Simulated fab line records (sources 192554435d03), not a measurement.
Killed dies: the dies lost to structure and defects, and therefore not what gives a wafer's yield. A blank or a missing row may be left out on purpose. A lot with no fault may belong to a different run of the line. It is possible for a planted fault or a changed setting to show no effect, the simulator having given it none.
Matching of chambers | flow n5Finfet | 4 sister chambers for N5_BEOL_M4_ETCH_74 on rieDiel-05
The step etches underlayer in N2/H2, target depth 6.5 nm, time 5.2 s. 4 wafers are shown with their chamber, then 7 later ones without.

== EACH WAFER AND ITS CHAMBER ==
wafer  | chamber | throttleValvePct (%)
L076.5 | 1       | 18.09
L080.5 | 3       | 18.06
L085.3 | 2       | 17.23
L085.4 | 0       | 17.78

== WAFERS MISSING THEIR CHAMBER ==
wafer  | throttleValvePct (%)
L085.5 | 17.69
L094.2 | 17.29
L094.3 | 17.74
L094.6 | 17.60
L096.1 | 17.89
L096.3 | 17.63
L096.5 | 17.78

== WHICH CHAMBER EACH ONE RAN IN ==
wafer  | from the rows above          | in truth
L085.5 | 0                            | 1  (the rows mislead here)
L094.2 | 2                            | 2
L094.3 | 0                            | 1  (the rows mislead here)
L094.6 | can't be placed: 0 or 2      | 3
L096.1 | can't be placed: 0 or 3 or 1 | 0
L096.3 | 0                            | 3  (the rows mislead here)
L096.5 | 0                            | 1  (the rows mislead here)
Correctly placed: 1 of 7. These rows do not allow placing 2 (true chamber among the candidates in 1). Wrongly placed: 4.
How it was worked out, from the rows above alone: a wafer's distance from a chamber is the root of the sum, over the readings, of the square of ((its reading less the chamber's mean) divided by the reading's scatter). The wafer belongs to the nearest chamber; if the next one is less than 2 further off, it can't be placed. Each chamber's mean is taken over the wafers shown for it. The scatter: root of mean squared gap, hidden wafer to nearest shown wafer, with one shown wafer a chamber.
